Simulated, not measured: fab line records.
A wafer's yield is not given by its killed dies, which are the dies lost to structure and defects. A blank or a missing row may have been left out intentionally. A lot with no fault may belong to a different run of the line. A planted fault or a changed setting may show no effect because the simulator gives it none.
fab line records	flow n5-finfet
record: lots: 7	wafers: 39
route steps=1938 shown BEOL_M2@890 BEOL_M8@1332 BEOL_M13@1694 PASS1_DEP@1831
start-h: start of the lot's first displayed wafer, in hours after the record's first day	wait-h: hours elapsed since this lot's preceding step	" as in the row above	L1.1+2: a single row standing in for several wafers	- no value present, or no start provided	* or withheld: withheld	< > ~ a bound
route shown NAME@n: NAME is a module with steps in the file, n the number in the route of the first one	usual: the fault-free wafers' mean and standard deviation	same: alike in all rows	chamber/n: place in a boat	sites: per-site readings	_std_site: how widely they spread, as a standard deviation	_edge_site: inner sites' mean taken away from outer sites' mean	radius-mm: for every site, how far away it sits from the centre of the wafer	mask NAME#n: copy n	behind: the tool/chamber that last shaped the wafer	hold: reason for holding the lot/hours on hold/outcome of the hold	device: the transistor (n, p or np) that didn't switch	end of line: tests of these same wafers at the route's end	a step with no rows: only its recipe	killed: the dies lost at the first sort to structure and to defects; this is not the yield of the wafer	map: the dies of a wafer, with x for killed, . for not killed, _ for no die there
set.NAME: the setting the step ran with; set.NAME@STEP: the setting that earlier step ran with	model.NAME: the simulator's own value behind a step, which no gauge read
lots with deliberately changed settings; one table per step, one row per wafer
== steps ==
step: N5_BEOL_M2_TRENCH_ETCH_37
recipe: chemistry: C4F6/O2	target-depth-a: 555.55	target: SiOC	time-s: 29.2	ion-energy-ev: 250	pressure-mtorr: 30	source-w: 355	bias-w: 185	Ar_flow_sccm: 300	C4F6_flow_sccm: 10	O2_flow_sccm: 10
lot.wafer	tool	chamber	start-h	wait-h	set.time-s	model.BEOL_M2.feature-depth-nm	model.etch.depth-nm
L082.1	rie-diel-04	3	-	-	29.2	57	56.93
L082.2	"	0	"	"	29.2	56.2	56.18
L082.3	"	2	"	"	29.2	55.2	55.19
L082.4	"	1	"	"	29.2	55.4	55.44
L082.5	"	2	"	"	29.2	55	55.09
L082.6	"	1	"	"	29.2	55.8	55.7
L086.1	rie-diel-04	3	-	-	29.2	56.2	56.15
L086.2	"	1	"	"	38.7	73	72.96
L086.3	"	0	"	"	29.2	56.4	56.35
L086.4	"	2	"	"	38.7	72	71.93
L086.5	"	0	"	"	29.2	56	55.98
L086.6	"	3	"	"	38.7	74.4	74.31
L088.1	rie-diel-01	3	-	-	29.2	57.2	57.13
L088.2	"	2	"	"	29.2	53.8	53.71
L088.3	"	0	"	"	29.2	55.8	55.85
L088.4	"	1	"	"	29.2	54.8	54.7
L088.5	"	3	"	"	29.2	57.2	57.25
L088.6	"	2	"	"	29.2	54.2	54.28
L089.1	rie-diel-06	1	-	-	29.2	55.2	55.26
L089.2	"	2	"	"	13.8	26.4	26.44
L089.3	"	3	"	"	29.2	54.2	54.14
L089.4	"	0	"	"	13.8	26.8	26.75
L089.5	"	3	"	"	29.2	54.2	54.24
L089.6	"	2	"	"	13.8	26.2	26.21
L092.1	rie-diel-01	0	-	-	29.2	55.6	55.66
L092.2	"	1	"	"	29.2	54.8	54.74
L092.3	"	3	"	"	29.2	56.6	56.55
L092.4	"	2	"	"	29.2	53	52.99
L092.5	"	1	"	"	29.2	54	54.06
L092.6	"	0	"	"	29.2	55.4	55.5
L093.2	rie-diel-06	2	-	-	29.2	55.2	55.13
L093.3	"	1	"	"	29.2	53.6	53.7
L093.5	"	2	"	"	29.2	55	55.08
L097.1	rie-diel-04	1	-	-	39.02	73.4	73.43
L097.2	"	2	"	"	39.02	72.8	72.74
L097.3	"	0	"	"	39.02	75.4	75.44
L097.4	"	3	"	"	29.2	56.6	56.66
L097.5	"	0	"	"	29.2	56.6	56.58
L097.6	"	3	"	"	29.2	56.6	56.69
step: N5_BEOL_M2_ETCH_41
recipe: chemistry: CH3F/O2	target: SiCN	target-depth-a: 299	taper-deg: 2	time-s: 52.5	ion-energy-ev: 120	mask-material: TiN	pressure-mtorr: 30	source-w: 395	bias-w: 75	Ar_flow_sccm: 150	CH3F_flow_sccm: 30	O2_flow_sccm: 20
step: N5_BEOL_M2_STRIP_97
recipe: chemistry: N2/H2	time-s: 10	power-w: 450	temp-c: 40	pressure-mtorr: 20	rf-frequency-hz: 6e+07	bias-power-w: 7	n2-flow-sccm: 200	h2-flow-sccm: 200
step: N5_BEOL_M2_OCD_MEAS_38
usual: trench-depth-nm: 55.3/0.98
lot.wafer	tool	chamber	start-h	wait-h	set.time-s@BEOL_M2_TRENCH_ETCH_37	trench-depth-nm
L082.1	ocd-01	-	192.55	-	29.2	56.7
L082.2	"	-	"	"	29.2	55.8
L082.3	"	-	"	"	29.2	54.7
L082.4	"	-	"	"	29.2	54.9
L082.5	"	-	"	"	29.2	55.2
L082.6	"	-	"	"	29.2	55.9
L086.1	ocd-02	-	239.98	-	29.2	55.8
L086.2	"	-	"	"	38.7	72.8
L086.3	"	-	"	"	29.2	55.8
L086.4	"	-	"	"	38.7	72.0
L086.5	"	-	"	"	29.2	55.7
L086.6	"	-	"	"	38.7	74.1
L088.1	ocd-02	-	248.72	-	29.2	57.2
L088.2	"	-	"	"	29.2	53.7
L088.3	"	-	"	"	29.2	55.8
L088.4	"	-	"	"	29.2	54.9
L088.5	"	-	"	"	29.2	56.6
L088.6	"	-	"	"	29.2	54.2
L089.1	ocd-02	-	253.07	-	29.2	55.5
L089.2	"	-	"	"	13.8	26.8
L089.3	"	-	"	"	29.2	54.3
L089.4	"	-	"	"	13.8	26.8
L089.5	"	-	"	"	29.2	54.1
L089.6	"	-	"	"	13.8	26.2
L092.1	ocd-01	-	264.56	-	29.2	55.5
L092.2	"	-	"	"	29.2	54.7
L092.3	"	-	"	"	29.2	57.0
L092.4	"	-	"	"	29.2	53.0
L092.5	"	-	"	"	29.2	53.8
L092.6	"	-	"	"	29.2	55.3
L093.2	ocd-01	-	272.80	-	29.2	55.5
L093.3	"	-	"	"	29.2	54.3
L093.5	"	-	"	"	29.2	55.2
L097.1	ocd-02	-	282.74	-	39.02	73.5
L097.2	"	-	"	"	39.02	72.8
L097.3	"	-	"	"	39.02	76.2
L097.4	"	-	"	"	29.2	56.6
L097.5	"	-	"	"	29.2	56.5
L097.6	"	-	"	"	29.2	56.9
step: N5_BEOL_M2_HM_STRIP_39
recipe: chemistry: peroxide-tin-strip	material: TiN	target-depth-a: 250	temp-c: 50	time-s: 158
step: N5_BEOL_M2_SRD_40
recipe: time-s: 30	temp-c: 23	rinse-liquid: diw	dry: ipa-marangoni
step: N5_BEOL_M2_ECD_50
recipe: material: Cu	target-thk-a: 3000
step: N5_BEOL_M2_ANNEAL_51
recipe: temp-c: 225	time-s: 90	ambient: N2
step: N5_BEOL_M2_CMP_52
recipe: stop-on: SiOC	t-overpolish-s: 6.8	down-force-psi: 1	platen-rpm: 50	clearing-platen-down-force-psi: 1.5	clearing-platen-rpm: 50	post-cmp-clean: cu-alkaline	target-thk-nm: 40	clearing-platen-pad-velocity-m-s: 0.99484	pad-velocity-m-s: 0.99484
lot.wafer	tool	chamber	start-h	wait-h	set.time-s@BEOL_M2_TRENCH_ETCH_37	model.Cu_of_BEOL_M2_ECD_50.thk-nm
L082.2	cmp-01	2	195.93	0.2	29.2	39.8
L082.4	"	3	"	"	29.2	38.8
L082.3	"	0	"	"	29.2	39
L082.1	"	1	"	"	29.2	41.2
L082.5	"	2	"	"	29.2	38.6
L082.6	"	3	"	"	29.2	39.4
L086.1	cmp-01	0	243.65	0.3	29.2	41.8
L086.4	"	1	"	"	38.7	56.6
L086.2	"	2	"	"	38.7	57.4
L086.3	"	3	"	"	29.2	40.2
L086.6	"	0	"	"	38.7	59.8
L086.5	"	1	"	"	29.2	40.8
L088.2	cmp-01	2	252.67	0.6	29.2	38.2
L088.1	"	3	"	"	29.2	42.4
L088.3	"	0	"	"	29.2	39.8
L088.4	"	1	"	"	29.2	37.6
L088.5	"	2	"	"	29.2	40.2
L088.6	"	3	"	"	29.2	38
L089.2	cmp-04	3	256.86	0.2	13.8	10.8
L089.3	"	0	"	"	29.2	38.6
L089.1	"	1	"	"	29.2	40
L089.4	"	2	"	"	13.8	11
L089.6	"	3	"	"	13.8	10.4
L089.5	"	0	"	"	29.2	39
L092.3	cmp-01	3	267.71	0.2	29.2	41.4
L092.4	"	0	"	"	29.2	37.2
L092.1+6	"	1,0	"	"	29.2	40
L092.2	"	2	"	"	29.2	39.8
L092.5	"	3	"	"	29.2	39.4
L093.2	cmp-01	0	276.79	0.2	29.2	39.2
L093.3	"	1	"	"	29.2	37.2
L093.5	"	1	"	"	29.2	39.8
L097.1	cmp-04	2	288.39	0.3	39.02	58.4
L097.4	"	3	"	"	29.2	41.8
L097.2	"	0	"	"	39.02	58.2
L097.3	"	1	"	"	39.02	60.8
L097.5	"	2	"	"	29.2	41
L097.6	"	3	"	"	29.2	42.2
step: N5_BEOL_M2_THK_MEAS_53
recipe: thk-meas-gauge: xrf	reads: Cu_of_BEOL_M2_ECD_50
usual: M2_THK: 39.1/1.3
lot.wafer	tool	chamber	start-h	wait-h	set.time-s@BEOL_M2_TRENCH_ETCH_37	M2_THK[nm]
L082.1	film-metro-02	-	196.22	-	29.2	40.8
L082.2	"	-	"	"	29.2	39.6
L082.3	"	-	"	"	29.2	39.1
L082.4	"	-	"	"	29.2	38.8
L082.5	"	-	"	"	29.2	38.6
L082.6	"	-	"	"	29.2	39.5
L086.1	film-metro-01	-	243.95	-	29.2	40.9
L086.2	"	-	"	"	38.7	56.3
L086.3	"	-	"	"	29.2	39.2
L086.4	"	-	"	"	38.7	55.5
L086.5	"	-	"	"	29.2	39.9
L086.6	"	-	"	"	38.7	58.5
L088.1	film-metro-01	-	252.97	-	29.2	41.8
L088.2	"	-	"	"	29.2	37.6
L088.3	"	-	"	"	29.2	39.3
L088.4	"	-	"	"	29.2	37.1
L088.5	"	-	"	"	29.2	39.4
L088.6	"	-	"	"	29.2	37.6
L089.1	film-metro-02	-	257.15	-	29.2	39.2
L089.2	"	-	"	"	13.8	10.6
L089.3	"	-	"	"	29.2	37.7
L089.4	"	-	"	"	13.8	10.8
L089.5	"	-	"	"	29.2	38.3
L089.6	"	-	"	"	13.8	10.2
L092.1	film-metro-02	-	268.00	-	29.2	39.2
L092.2	"	-	"	"	29.2	38.9
L092.3	"	-	"	"	29.2	40.8
L092.4	"	-	"	"	29.2	36.5
L092.5	"	-	"	"	29.2	38.7
L092.6	"	-	"	"	29.2	39.2
L093.2	film-metro-02	-	277.09	-	29.2	38.8
L093.3	"	-	"	"	29.2	36.9
L093.5	"	-	"	"	29.2	39.6
L097.1	film-metro-01	-	288.68	-	39.02	56.8
L097.2	"	-	"	"	39.02	56.9
L097.3	"	-	"	"	39.02	59.2
L097.4	"	-	"	"	29.2	40.9
L097.5	"	-	"	"	29.2	40.1
L097.6	"	-	"	"	29.2	41.1
step: N5_BEOL_M2_PRE_CLEAN_60
recipe: gas: NH3/H2	time-s: 15	temp-c: *	rf-power-w: 300
step: N5_BEOL_M2_CO_CAP_55
recipe: material: Co	target-thk-a: 20	temp-c: 200	precursor: CCTBA/H2	pressure-torr: 30	time-s: 102.1
step: N5_BEOL_M2_PRE_CLEAN_56
recipe: gas: NH3	time-s: 15	temp-c: withheld	rf-power-w: 300
step: N5_BEOL_M2_DEP_57
recipe: material: SiCN	target-thk-a: 80	temp-c: withheld	precursor: 3MS/NH3	pressure-torr: 3	rf-w: 202	time-s: 14
step: N5_BEOL_M2_RS_MEAS_58
recipe: thk-meas-gauge: four-point-probe	reads: Co_of_BEOL_M2_CO_CAP_55+Cu_of_BEOL_M2_ECD_50+Co_of_BEOL_M2_CVD_47+TaN_of_BEOL_M2_ALD_84
usual: M2_RS: 0.676/0.03
lot.wafer	tool	chamber	start-h	wait-h	set.time-s@BEOL_M2_TRENCH_ETCH_37	M2_RS[ohm/sq]
L082.1	film-metro-01	-	196.48	0.0	29.2	0.644
L082.2	"	-	"	"	29.2	0.675
L082.3	"	-	"	"	29.2	0.690
L082.4	"	-	"	"	29.2	0.697
L082.5	"	-	"	"	29.2	0.702
L082.6	"	-	"	"	29.2	0.684
L086.1	film-metro-02	-	244.21	0.0	29.2	0.631
L086.2	"	-	"	"	38.7	0.425
L086.3	"	-	"	"	29.2	0.663
L086.4	"	-	"	"	38.7	0.432
L086.5	"	-	"	"	29.2	0.652
L086.6	"	-	"	"	38.7	0.404
L088.1	film-metro-02	-	254.54	0.0	29.2	0.622
L088.2	"	-	"	"	29.2	0.711
L088.3	"	-	"	"	29.2	0.676
L088.4	"	-	"	"	29.2	0.723
L088.5	"	-	"	"	29.2	0.665
L088.6	"	-	"	"	29.2	0.716
L089.1	film-metro-02	-	257.41	0.0	29.2	0.669
L089.2	"	-	"	"	13.8	4.136
L089.3	"	-	"	"	29.2	0.703
L089.4	"	-	"	"	13.8	3.952
L089.5	"	-	"	"	29.2	0.691
L089.6	"	-	"	"	13.8	4.319
L092.1	film-metro-01	-	268.26	0.1	29.2	0.671
L092.2	"	-	"	"	29.2	0.671
L092.3	"	-	"	"	29.2	0.640
L092.4	"	-	"	"	29.2	0.734
L092.5	"	-	"	"	29.2	0.680
L092.6	"	-	"	"	29.2	0.673
L093.2	film-metro-01	-	277.48	0.1	29.2	0.689
L093.3	"	-	"	"	29.2	0.735
L093.5	"	-	"	"	29.2	0.675
L097.1	film-metro-01	-	288.94	0.0	39.02	0.417
L097.2	"	-	"	"	39.02	0.418
L097.3	"	-	"	"	39.02	0.397
L097.4	"	-	"	"	29.2	0.632
L097.5	"	-	"	"	29.2	0.646
L097.6	"	-	"	"	29.2	0.625
step: N5_BEOL_M8_ILD_DEP_00
recipe: material: SiCOH_lowk	target-thk-a: 1797.5	temp-c: 300	precursor: DEMS/porogen	pressure-torr: 5	rf-w: 500	time-s: 33.4
lot.wafer	tool	chamber	start-h	wait-h	set.target-thk-a	model.SiCOH_lowk_of_BEOL_M8_ILD_DEP_00.thk-nm
L082.1	pecvd-04	2	280.71	0.0	1797.5	176.6
L082.2	"	1	"	"	1797.5	176
L082.3	"	0	"	"	1797.5	176.4
L082.4+5	"	1,0	"	"	1797.5	179.8
L082.6	"	2	"	"	1797.5	184.2
L086.1	pecvd-01	2	330.17	0.0	1188	119.6
L086.2	"	0	"	"	1797.5	180.2
L086.3	"	1	"	"	1797.5	181.2
L086.4	"	0	"	"	1188	123.6
L086.5	"	2	"	"	1797.5	184.2
L086.6	"	1	"	"	1188	120.6
L088.1	pecvd-03	2	330.89	0.0	1797.5	179.4
L088.2	"	0	"	"	1797.5	176
L088.3	"	1	"	"	1797.5	177.8
L088.4	"	0	"	"	1797.5	181.8
L088.5	"	2	"	"	1797.5	182
L088.6	"	1	"	"	1797.5	182.6
L089.1	pecvd-01	1	338.99	0.0	1797.5	178.8
L089.2	"	2	"	"	1388	135
L089.3	"	0	"	"	1388	137.8
L089.4	"	2	"	"	1797.5	179.6
L089.5	"	0	"	"	1388	141.2
L089.6	"	1	"	"	1797.5	180
L092.1	pecvd-04	0	342.07	0.0	1797.5	178
L092.2	"	2	"	"	1070	107.4
L092.3	"	1	"	"	1070	103.8
L092.4	"	1	"	"	1797.5	179.6
L092.5	"	2	"	"	1070	109.8
L092.6	"	0	"	"	1797.5	180.6
L093.2	pecvd-04	1	362.73	0.0	1797.5	177.4
L093.3	"	2	"	"	1797.5	182.4
L093.5	"	1	"	"	1797.5	178.4
L097.1	pecvd-01	2	392.42	0.0	1797.5	178.8
L097.2	"	1	"	"	1797.5	179.8
L097.3	"	0	"	"	1797.5	180.2
L097.4+5	"	0,2	"	"	1797.5	182.8
L097.6	"	1	"	"	1797.5	181.4
step: N5_BEOL_M8_CURE_74
recipe: temp-c: 385	time-s: 240	ambient: He/Ar	material: SiCOH_lowk
lot.wafer	tool	chamber	start-h	wait-h	set.target-thk-a@BEOL_M8_ILD_DEP_00	model.SiCOH_lowk_of_BEOL_M8_ILD_DEP_00.thk-nm
L082.1+3	uv-cure-01	2	280.77	0.0	1797.5	152.2
L082.2	"	2	"	"	1797.5	151.8
L082.4+5	"	2	"	"	1797.5	155
L082.6	"	2	"	"	1797.5	158.8
L086.1	uv-cure-01	0	330.39	0.2	1188	102.8
L086.2	"	0	"	"	1797.5	155.4
L086.3	"	0	"	"	1797.5	156.4
L086.4	"	0	"	"	1188	106.2
L086.5	"	0	"	"	1797.5	158.8
L086.6	"	0	"	"	1188	103.6
L088.1	uv-cure-02	0	330.96	0.0	1797.5	154.8
L088.2	"	0	"	"	1797.5	151.8
L088.3	"	0	"	"	1797.5	153.4
L088.4+5	"	0	"	"	1797.5	156.8
L088.6	"	0	"	"	1797.5	157.6
L089.1	uv-cure-01	2	339.05	0.0	1797.5	154.2
L089.2	"	2	"	"	1388	116.2
L089.3	"	2	"	"	1388	118.6
L089.4	"	2	"	"	1797.5	155
L089.5	"	2	"	"	1388	121.4
L089.6	"	2	"	"	1797.5	155.2
L092.1	uv-cure-02	0	342.13	0.0	1797.5	153.4
L092.2	"	0	"	"	1070	92.2
L092.3	"	0	"	"	1070	89.2
L092.4	"	0	"	"	1797.5	154.8
L092.5	"	0	"	"	1070	94.2
L092.6	"	0	"	"	1797.5	155.8
L093.2	uv-cure-01	0	362.90	0.1	1797.5	153
L093.3	"	0	"	"	1797.5	157.2
L093.5	"	0	"	"	1797.5	153.8
L097.1	uv-cure-03	1	392.48	0.0	1797.5	154.2
L097.2	"	1	"	"	1797.5	155
L097.3	"	1	"	"	1797.5	155.4
L097.4+5	"	1	"	"	1797.5	157.6
L097.6	"	1	"	"	1797.5	156.4
step: N5_BEOL_M8_THK_MEAS_01
recipe: reads: SiCOH_lowk_of_BEOL_M8_ILD_DEP_00
usual: M8_ILD_THK: 154.9/2
lot.wafer	tool	chamber	start-h	wait-h	set.target-thk-a@BEOL_M8_ILD_DEP_00	M8_ILD_THK[nm]
L082.1	film-metro-02	-	281.28	0.4	1797.5	152.0
L082.2	"	-	"	"	1797.5	151.6
L082.3	"	-	"	"	1797.5	152.0
L082.4	"	-	"	"	1797.5	155.1
L082.5	"	-	"	"	1797.5	154.9
L082.6	"	-	"	"	1797.5	158.9
L086.1	film-metro-01	-	330.90	0.4	1188	102.8
L086.2	"	-	"	"	1797.5	155.3
L086.3	"	-	"	"	1797.5	156.4
L086.4	"	-	"	"	1188	106.3
L086.5	"	-	"	"	1797.5	159.0
L086.6	"	-	"	"	1188	103.7
L088.1	film-metro-01	-	331.47	0.4	1797.5	154.8
L088.2	"	-	"	"	1797.5	151.8
L088.3	"	-	"	"	1797.5	153.4
L088.4	"	-	"	"	1797.5	156.6
L088.5	"	-	"	"	1797.5	156.8
L088.6	"	-	"	"	1797.5	157.6
L089.1	film-metro-01	-	339.57	0.4	1797.5	154.2
L089.2	"	-	"	"	1388	116.2
L089.3	"	-	"	"	1388	118.6
L089.4	"	-	"	"	1797.5	154.9
L089.5	"	-	"	"	1388	121.4
L089.6	"	-	"	"	1797.5	155.3
L092.1	film-metro-02	-	342.65	0.4	1797.5	153.5
L092.2	"	-	"	"	1070	92.3
L092.3	"	-	"	"	1070	89.2
L092.4	"	-	"	"	1797.5	154.7
L092.5	"	-	"	"	1070	94.3
L092.6	"	-	"	"	1797.5	155.7
L093.2	film-metro-02	-	363.33	0.4	1797.5	152.9
L093.3	"	-	"	"	1797.5	157.2
L093.5	"	-	"	"	1797.5	153.8
L097.1	film-metro-01	-	393.00	0.4	1797.5	154.1
L097.2	"	-	"	"	1797.5	155.1
L097.3	"	-	"	"	1797.5	155.4
L097.4	"	-	"	"	1797.5	157.6
L097.5	"	-	"	"	1797.5	157.5
L097.6	"	-	"	"	1797.5	156.4
step: N5_BEOL_M13_ETCH_68
recipe: chemistry: N2/H2	target: SOC	mask-material: SiARC	source-w: 3000	bias-w: 350	temp-c: 40	time-s: 355	ion-energy-ev: 200	pressure-mtorr: 30	n2-flow-sccm: 200	h2-flow-sccm: 200
lot.wafer	tool	chamber	start-h	wait-h	set.time-s	model.SiARC_of_BEOL_M13_COAT_66.thk-nm
L082.1+6	rie-diel-03	0	323.03	0.1	155.3	95.6
L082.2	"	2	"	"	155.3	95.8
L082.3+4	"	1,3	"	"	355	77
L082.5	"	3	"	"	355	76.8
L088.1	rie-diel-02	3	367.41	0.1	355	77.8
L088.2	"	1	"	"	355	78
L088.3+5	"	2,3	"	"	277.5	84.4
L088.4	"	2	"	"	277.5	85
L088.6	"	1	"	"	355	77.4
L086.1	rie-diel-05	2	374.97	0.1	355	77.2
L086.2	"	1	"	"	355	77.6
L086.3	"	0	"	"	355	78
L086.4+5+6	"	3,3,2	"	"	355	77.4
L089.1	rie-diel-05	0	382.52	0.1	542.2	59.6
L089.2	"	1	"	"	542.2	59
L089.3	"	2	"	"	542.2	58.2
L089.4	"	3	"	"	355	76.6
L089.5	"	3	"	"	355	77
L089.6	"	0	"	"	355	76.8
L092.1+5	rie-diel-02	1	385.46	0.1	355	77.6
L092.2	"	0	"	"	355	77
L092.3	"	2	"	"	355	78
L092.4	"	0	"	"	355	76.8
L092.6	"	2	"	"	355	78.4
L093.2	rie-diel-02	0	398.65	0.1	355	76.6
L093.3	"	1	"	"	355	78
L093.5	"	2	"	"	355	78.2
L097.1	rie-diel-02	2	438.16	0.1	526.5	60
L097.2+6	"	3,0	"	"	526.5	60.6
L097.3+5	"	0,3	"	"	355	77
L097.4	"	1	"	"	355	77.2
step: N5_PASSIVATION_PECVD_00
recipe: material: SiO2	target-thk-a: 2000	temp-c: 400	precursor: SiH4/N2O	pressure-torr: 2.7	rf-w: 608	time-s: 11.2
lot.wafer	tool	chamber	start-h	wait-h	set.time-s	model.SiO2_of_PASSIVATION_PECVD_00.thk-nm
L082.1	pecvd-01	1	345.55	0.8	11.2	200.4
L082.2	"	2	"	"	11.2	197.2
L082.3	"	0	"	"	11.2	198.8
L082.4	"	1	"	"	11.2	201.4
L082.5	"	2	"	"	11.2	203.4
L082.6	"	0	"	"	11.2	202.6
L088.1	pecvd-03	1	387.27	0.8	5.21	93.8
L088.2	"	2	"	"	11.2	201.8
L088.3	"	0	"	"	11.2	203.4
L088.4	"	1	"	"	5.21	94
L088.5	"	2	"	"	11.2	205
L088.6	"	0	"	"	5.21	98
L086.1	pecvd-03	2	391.09	0.8	11.2	198.6
L086.2	"	1	"	"	11.2	196.6
L086.3	"	0	"	"	11.2	199.6
L086.4	"	1	"	"	11.2	201.4
L086.5	"	0	"	"	11.2	206.4
L086.6	"	2	"	"	11.2	205
L089.1+3	pecvd-03	1,2	400.49	0.8	11.2	198.6
L089.2	"	0	"	"	11.2	201.2
L089.4	"	0	"	"	11.2	204.6
L089.5	"	2	"	"	11.2	202.8
L089.6	"	1	"	"	11.2	200.4
L092.1	pecvd-04	1	406.89	0.8	15.22	269
L092.2	"	0	"	"	15.22	267.4
L092.3	"	2	"	"	11.2	195.6
L092.4	"	0	"	"	11.2	199.6
L092.5	"	1	"	"	11.2	201
L092.6	"	2	"	"	15.22	273.2
L093.2	pecvd-03	0	416.50	0.7	11.2	203.2
L093.3	"	2	"	"	11.2	198.8
L093.5	"	1	"	"	11.2	201.2
L097.1	pecvd-04	1	461.01	0.8	13.85	249.4
L097.2	"	2	"	"	11.2	199.2
L097.3	"	0	"	"	13.85	246
L097.4	"	1	"	"	11.2	203.8
L097.5	"	2	"	"	11.2	204.2
L097.6	"	0	"	"	13.85	247.8
== key ==
split: step: N5_BEOL_M2_TRENCH_ETCH_37	setting: time-s	stated: 29.2	by: wafer
response: step: N5_BEOL_M2_TRENCH_ETCH_37	reading: model.BEOL_M2.feature-depth-nm	change: +0.525	per: 1%	r: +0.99
response: step: N5_BEOL_M2_TRENCH_ETCH_37	reading: model.etch.depth-nm	change: +0.525	per: 1%	r: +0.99
response: step: N5_BEOL_M2_OCD_MEAS_38	reading: trench-depth-nm	change: +0.528	per: 1%	r: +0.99
response: step: N5_BEOL_M2_CMP_52	reading: model.Cu_of_BEOL_M2_ECD_50.thk-nm	change: +0.531	per: 1%	r: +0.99
response: step: N5_BEOL_M2_THK_MEAS_53	reading: M2_THK	change: +0.519	per: 1%	r: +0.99
response: step: N5_BEOL_M2_RS_MEAS_58	reading: M2_RS	shape: bent	at-lowest: 4.136	at-stated: 0.676	at-highest: 0.411
split: step: N5_BEOL_M8_ILD_DEP_00	setting: target-thk-a	stated: 1797.5	by: wafer
response: step: N5_BEOL_M8_ILD_DEP_00	reading: model.SiCOH_lowk_of_BEOL_M8_ILD_DEP_00.thk-nm	change: +1.79	per: 1%	r: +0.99
response: step: N5_BEOL_M8_CURE_74	reading: model.SiCOH_lowk_of_BEOL_M8_ILD_DEP_00.thk-nm	change: +1.56	per: 1%	r: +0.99
response: step: N5_BEOL_M8_THK_MEAS_01	reading: M8_ILD_THK	change: +1.56	per: 1%	r: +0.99
split: step: N5_BEOL_M13_ETCH_68	setting: time-s	stated: 355	by: wafer
response: step: N5_BEOL_M13_ETCH_68	reading: model.SiARC_of_BEOL_M13_COAT_66.thk-nm	change: -0.337	per: 1%	r: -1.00
split: step: N5_PASSIVATION_PECVD_00	setting: time-s	stated: 11.2	by: wafer
response: step: N5_PASSIVATION_PECVD_00	reading: model.SiO2_of_PASSIVATION_PECVD_00.thk-nm	change: +2	per: 1%	r: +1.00
